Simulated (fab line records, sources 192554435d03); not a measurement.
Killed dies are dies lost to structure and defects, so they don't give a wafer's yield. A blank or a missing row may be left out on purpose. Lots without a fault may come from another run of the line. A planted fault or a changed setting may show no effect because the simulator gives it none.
fab line records | flow n5_finfet | part 2 of 2: steps 35 to 40 of 40
record lots=5 wafers=15 last_day=16
route steps=1938 shown WELL_APT@33 PMOS_HMC_CHANNEL_EPI@57
lots that met no fault: from a run of the same line without faults
start_h: hours from the record's first day to the start of the lot's first wafer shown | wait_h: hours since the lot's step before | " the same as in the row above | L1.1+2: a row that stands for several wafers | - no value, or no start given | * or withheld: withheld | < > ~ a bound
route shown NAME@n: a module of which the file shows steps, and the number in the route of the first | usual: mean/standard deviation of fault-free wafers | same: alike in all rows | chamber/n: place in a boat | sites: the reading at each site | _std_site: their standard deviation | _edge_site: outer sites' mean less inner sites' | radius_mm: how far each site lies from the wafer's centre | mask NAME#n: copy n | behind: the tool/chamber that last shaped the wafer | hold: why the lot was held/for how many hours/how that ended | device: the transistor (n, p or np) that didn't switch | end of line: the same wafers' tests at the end of the route | a step without rows: its recipe alone | killed: dies lost to structure and defects at the first sort, not the wafer's yield | map: a wafer's dies, x killed, . not, _ none there
set.NAME: the setting as run; set.NAME@STEP: as run at that earlier step | model.NAME: the simulator's own value behind a step, which no gauge read
lots at some steps of the route; a table a step, a row a wafer
services: from which hour (start_h, from the record's first day; less than 0 if before it) a tool's chamber was out of use, for how many hours, and why
## steps
# step N5_PMOS_HMC_CHANNEL_EPI_INSPECT_11
# recipe mode=adi inspect_instrument=macro
# usual raw_defect_count=1.9/1.4
# columns lot.wafer tool chamber start_h wait_h raw_defect_count
L074.1 defect_inspect-02 - 17.17 0.0 3
L074.3 " - " " 2
L074.6 " - " " 4
L077.1 defect_inspect-02 - 35.45 0.0 4
L077.3 " - " " 5
L077.5 " - " " 1
L078.1 defect_inspect-02 - 41.43 0.0 2
L078.2 " - " " 0
L078.5 " - " " 1
L089.1 defect_inspect-02 - 109.66 0.0 0
L089.3 " - " " 1
L089.6 " - " " 1
L093.3 defect_inspect-01 - 131.63 0.0 1
L093.4 " - " " 5
L093.6 " - " " 1
# step N5_PMOS_HMC_CHANNEL_EPI_DESCUM_14
# recipe chemistry=O2 time_s=7.9 source_power_w=50 bias_power_w=20 pressure_mtorr=20 rf_frequency_hz=2.712e+07 temp_c=40 resist=CAR-ArF-block o2_flow_sccm=225
# usual drypump_motor_current_A=5.5/0.45 oes_product_au=0.75/0.08 rf_vpp_V=243.1/1.7 showerhead_plenum_p_Torr=2.10/0.086 throttle_valve_pct=20.56/0.23
# columns lot.wafer tool chamber start_h wait_h drypump_motor_current_A oes_product_au rf_hours_counter_h rf_vpp_V showerhead_plenum_p_Torr throttle_valve_pct
L074.1 rie_diel-04 0 17.20 0.0 5.6 0.69 243 243.6 2.14 20.40
L074.3 " 2 " " 5.2 0.68 245 242.5 2.16 20.44
L074.6 " 0 " " 5.6 0.68 - 243.4 2.14 20.38
L077.1 rie_diel-02 3 35.48 0.0 5.9 0.73 206 245.9 2.17 20.75
L077.3 " 1 " " 6.0 0.71 192 241.6 2.01 20.31
L077.5 " 0 " " 5.8 0.71 - 242.1 1.98 20.50
L078.1 rie_diel-04 0 41.47 0.0 5.5 0.68 250 242.4 2.14 20.39
L078.2 " 3 " " 5.9 0.77 160 245.9 2.20 21.05
L078.5 " 1 " " 5.3 0.78 - 243.8 2.12 20.40
L089.1 rie_diel-04 2 109.92 0.3 5.2 0.92 15 243.6 2.15 20.12
L089.3 " 3 " " 5.8 0.74 185 245.5 2.19 21.10
L089.6 " 1 " " 5.3 0.77 - 244.3 2.11 20.45
L093.3 rie_diel-06 3 131.67 0.0 4.8 0.71 199 245.7 2.17 20.51
L093.4 " 0 " " 4.8 0.75 182 241.5 1.99 20.62
L093.6 " 2 " " 4.7 0.68 - 240.8 1.95 20.51
# step N5_PMOS_HMC_CHANNEL_EPI_ETCH_32
# recipe chemistry=N2/H2 target=BARC stop_on=SiO2 target_depth_a=858 over_etch_frac=0.3 time_s=50.3 ion_energy_ev=200 mask_material=CAR-ArF-block pressure_mtorr=30 source_w=840 bias_w=150 n2_flow_sccm=200 h2_flow_sccm=200
# usual drypump_motor_current_A=5.5/0.45 oes_product_au=0.64/0.063 rf_vpp_V=523.8/3 showerhead_plenum_p_Torr=2.54/0.11 throttle_valve_pct=17.96/0.29
# columns lot.wafer tool chamber start_h wait_h drypump_motor_current_A oes_product_au rf_hours_counter_h rf_vpp_V showerhead_plenum_p_Torr throttle_valve_pct
L074.1 rie_diel-04 0 17.23 0.0 5.6 0.58 243 525.2 2.61 17.82
L074.3 " 2 " " 5.2 0.60 245 526.7 2.61 18.00
L074.6 " 0 " " 5.6 0.59 - 527.2 2.61 17.82
L077.1 rie_diel-02 3 35.52 0.0 5.9 0.62 206 526.6 2.64 18.36
L077.3 " 1 " " 6.0 0.61 192 520.5 2.39 17.41
L077.5 " 0 " " 5.8 0.61 - 520.4 2.40 17.98
L078.1 rie_diel-04 0 41.50 0.0 5.6 0.58 250 525.6 2.61 17.84
L078.2 " 3 " " 5.8 0.65 160 529.0 2.63 18.18
L078.5 " 1 " " 5.4 0.68 - 524.5 2.57 17.94
L089.1 rie_diel-04 2 109.95 0.0 5.2 0.77 15 524.7 2.60 17.63
L089.3 " 3 " " 5.9 0.63 185 526.3 2.62 18.23
L089.6 " 1 " " 5.4 0.66 - 524.0 2.56 17.97
L093.3 rie_diel-06 3 131.70 0.0 4.8 0.61 199 526.4 2.64 18.00
L093.4 " 0 " " 4.8 0.64 182 520.0 2.42 18.02
L093.6 " 2 " " 4.7 0.59 - 519.6 2.40 18.23
# step N5_PMOS_HMC_CHANNEL_EPI_HM_OPEN_15
# recipe chemistry=CHF3/O2 target=SiO2 mask_material=CAR-ArF-block target_depth_a=406 CHF3_flow_sccm=50 O2_flow_sccm=5 Ar_flow_sccm=200 time_s=20.3 pressure_mtorr=30 source_w=650 bias_w=170 ion_energy_ev=200
# usual drypump_motor_current_A=5.5/0.45 oes_product_au=0.75/0.079 rf_vpp_V=525/12 showerhead_plenum_p_Torr=2.41/0.092 throttle_valve_pct=18.97/0.24
# columns lot.wafer tool chamber start_h wait_h drypump_motor_current_A oes_product_au rf_hours_counter_h rf_vpp_V showerhead_plenum_p_Torr throttle_valve_pct
L074.1 rie_diel-04 0 17.28 0.0 5.6 0.69 243 521 2.47 18.97
L074.3 " 2 " " 5.2 0.69 245 535 2.47 18.83
L074.6 " 0 " " 5.6 0.68 - 519 2.47 18.95
L077.1 rie_diel-02 3 35.56 0.0 5.9 0.72 206 532 2.48 19.14
L077.3 " 1 " " 6.0 0.71 192 530 2.31 18.72
L077.5 " 0 " " 5.9 0.70 - 516 2.27 18.92
L078.1 rie_diel-04 0 41.54 0.0 5.6 0.67 250 520 2.47 18.94
L078.2 " 3 " " 5.9 0.74 160 539 2.51 19.35
L078.5 " 1 " " 5.3 0.79 - 515 2.41 18.64
L089.1 rie_diel-04 2 109.99 0.0 5.2 0.92 15 534 2.46 18.49
L089.3 " 3 " " 5.8 0.72 185 537 2.50 19.38
L089.6 " 1 " " 5.3 0.76 - 513 2.40 18.71
L093.3 rie_diel-06 3 131.74 0.0 4.8 0.72 199 539 2.48 18.88
L093.4 " 0 " " 4.8 0.76 182 523 2.30 19.05
L093.6 " 2 " " 4.7 0.70 - 516 2.28 19.17
# step N5_PMOS_HMC_CHANNEL_EPI_STRIP_33
# recipe chemistry=N2/H2 power_w=500 temp_c=40 pressure_mtorr=50 rf_frequency_hz=6e+07 overash_fraction=0.3 bias_power_w=8 h2_frac=0.5 n2_flow_sccm=300 h2_flow_sccm=300
# usual drypump_motor_current_A=5.5/0.45 oes_product_au=0.75/0.081 rf_vpp_V=54.1/1.7 showerhead_plenum_p_Torr=3.36/0.13 throttle_valve_pct=19.0/0.51
# columns lot.wafer tool chamber start_h wait_h drypump_motor_current_A oes_product_au rf_hours_counter_h rf_vpp_V showerhead_plenum_p_Torr throttle_valve_pct
L074.1 rie_diel-04 0 17.33 0.0 5.6 0.68 243 53.7 3.44 18.6
L074.3 " 2 " " 5.2 0.69 245 54.4 3.45 19.4
L074.6 " 0 " " 5.6 0.67 - 52.8 3.44 18.6
L077.1 rie_diel-02 3 35.62 0.0 5.9 0.71 206 51.2 3.48 19.9
L077.3 " 1 " " 6.0 0.71 192 53.3 3.17 18.0
L077.5 " 0 " " 5.8 0.70 - 52.5 3.18 19.2
L078.1 rie_diel-04 0 41.60 0.0 5.6 0.67 250 55.2 3.44 18.6
L078.2 " 3 " " 5.9 0.77 160 50.3 3.47 19.1
L078.5 " 1 " " 5.4 0.80 - 52.9 3.40 19.4
L089.1 rie_diel-04 2 110.05 0.0 5.2 0.91 15 53.1 3.44 19.1
L089.3 " 3 " " 5.9 0.74 185 51.4 3.45 19.1
L089.6 " 1 " " 5.4 0.77 - 56.4 3.38 19.4
L093.3 rie_diel-06 3 131.80 0.0 4.8 0.71 199 52.1 3.49 19.1
L093.4 " 0 " " 4.8 0.75 182 53.5 3.21 18.8
L093.6 " 2 " " 4.7 0.69 - 54.0 3.18 19.6
# step N5_PMOS_HMC_CHANNEL_EPI_STRIP_17
# recipe chemistry=SPM time_s=750 temp_c=130 h2so4_h2o2_vol_ratio=4 dry=ipa_marangoni
# columns lot.wafer tool chamber start_h wait_h
L074.1+3+6 wet_bench-06 4,5,6 17.40 -
L077.1+3+5 wet_bench-03 7,4,0 35.68 -
L078.1+2+5 wet_bench-06 3,2,1 41.67 -
L089.1+3+6 wet_bench-02 5,7,6 110.12 -
L093.3+4+6 wet_bench-02 4,6,3 131.87 -
## services
# columns tool chamber start_h hours kind
implanter-02 - -9.96 4.0 repair
krf_scanner-02 - -3.24 1.3 pm
rie_diel-06 1 1.68 2.7 repair
arfi_scanner-01 - 2.45 1.0 pm
wet_bench-05 - 4.00 1.9 pm
rie_diel-02 1 5.33 5.1 repair
krf_scanner-02 - 20.39 1.0 pm
wet_bench-05 - 22.56 1.7 repair
rie_diel-04 0 29.21 6.5 repair
implanter-02 - 29.90 4.4 pm
implanter-02 - 36.06 4.2 repair
rie_diel-06 1 42.30 6.0 repair
rie_diel-02 - 48.94 4.0 pm
krf_scanner-02 - 55.94 0.4 repair
rie_diel-02 - 56.17 2.8 pm
implanter-01 - 64.22 3.8 repair
krf_scanner-02 - 67.35 3.6 pm
implanter-02 - 69.29 1.4 repair
rie_diel-02 - 73.53 0.7 repair
krf_scanner-02 - 77.14 0.8 pm
rie_diel-06 2 81.75 4.3 repair
implanter-01 - 83.93 0.6 repair
rie_diel-04 0 102.72 19.0 repair
implanter-01 - 130.99 2.0 repair
